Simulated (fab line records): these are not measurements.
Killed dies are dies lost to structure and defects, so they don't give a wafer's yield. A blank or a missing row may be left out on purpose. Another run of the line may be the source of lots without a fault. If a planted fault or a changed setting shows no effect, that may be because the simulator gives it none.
Chamber matching / flow nand-harc / NHARC_A_M1_ETCH_35 on rie-diel-02 has 4 sister chambers
The step etches the open film in N2/H2, target depth 40 nm, overetch 12 nm, time 43.94 s. 8 wafers are shown with their chamber, then 11 later ones without.

== WAFERS PAIRED WITH THEIR CHAMBERS ==
wafer=L077.1; chamber=3; rf-vpp-V (V)=432.0; throttle-valve-pct (%)=14.173
wafer=L077.5; chamber=1; rf-vpp-V (V)=433.1; throttle-valve-pct (%)=14.167
wafer=L079.2; chamber=1; rf-vpp-V (V)=434.0; throttle-valve-pct (%)=14.158
wafer=L079.4; chamber=0; rf-vpp-V (V)=427.6; throttle-valve-pct (%)=14.173
wafer=L090.1; chamber=2; rf-vpp-V (V)=430.8; throttle-valve-pct (%)=14.172
wafer=L090.5; chamber=0; rf-vpp-V (V)=426.2; throttle-valve-pct (%)=14.170
wafer=L090.6; chamber=3; rf-vpp-V (V)=433.5; throttle-valve-pct (%)=14.181
wafer=L092.2; chamber=2; rf-vpp-V (V)=429.7; throttle-valve-pct (%)=14.171

== WAFERS WITH NO CHAMBER GIVEN ==
wafer=L092.3; rf-vpp-V (V)=434.5; throttle-valve-pct (%)=14.172
wafer=L092.5; rf-vpp-V (V)=429.2; throttle-valve-pct (%)=14.175
wafer=L094.2; rf-vpp-V (V)=427.5; throttle-valve-pct (%)=14.172
wafer=L094.5; rf-vpp-V (V)=431.8; throttle-valve-pct (%)=14.172
wafer=L094.6; rf-vpp-V (V)=430.2; throttle-valve-pct (%)=14.163
wafer=L095.3; rf-vpp-V (V)=428.2; throttle-valve-pct (%)=14.150
wafer=L095.5; rf-vpp-V (V)=431.8; throttle-valve-pct (%)=14.172
wafer=L095.6; rf-vpp-V (V)=427.5; throttle-valve-pct (%)=14.187
wafer=L096.4; rf-vpp-V (V)=428.1; throttle-valve-pct (%)=14.176
wafer=L096.5; rf-vpp-V (V)=432.9; throttle-valve-pct (%)=14.168
wafer=L096.6; rf-vpp-V (V)=428.9; throttle-valve-pct (%)=14.174

== CHAMBER TAKEN BY EACH ==
wafer=L092.3; from the rows above=can't be placed: 3 or 1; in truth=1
wafer=L092.5; from the rows above=can't be placed: 2 or 0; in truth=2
wafer=L094.2; from the rows above=0; in truth=0
wafer=L094.5; from the rows above=can't be placed: 3 or 2 or 1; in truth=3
wafer=L094.6; from the rows above=can't be placed: 2 or 1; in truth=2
wafer=L095.3; from the rows above=can't be placed: 0 or 2 or 1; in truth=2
wafer=L095.5; from the rows above=can't be placed: 3 or 2 or 1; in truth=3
wafer=L095.6; from the rows above=can't be placed: 0 or 2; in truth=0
wafer=L096.4; from the rows above=can't be placed: 0 or 2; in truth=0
wafer=L096.5; from the rows above=can't be placed: 1 or 3 or 2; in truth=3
wafer=L096.6; from the rows above=can't be placed: 2 or 0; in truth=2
Placed correctly: 1 of 11. These rows do not allow placing 10 (true chamber among the candidates in 10). 0 placed wrongly.
How it was worked out, from the rows above alone: a wafer's distance from a chamber is the root of the sum, over the readings, of the square of ((its reading less the chamber's mean) divided by the reading's scatter). The wafer belongs to the nearest chamber; if the next one is less than 2 further off, it can't be placed. A chamber's mean is the mean of its shown wafers. How the scatter is found: for the shown wafers, subtract from each reading the mean of its chamber, square and add these, divide the total by (wafers less chambers), then take the root.
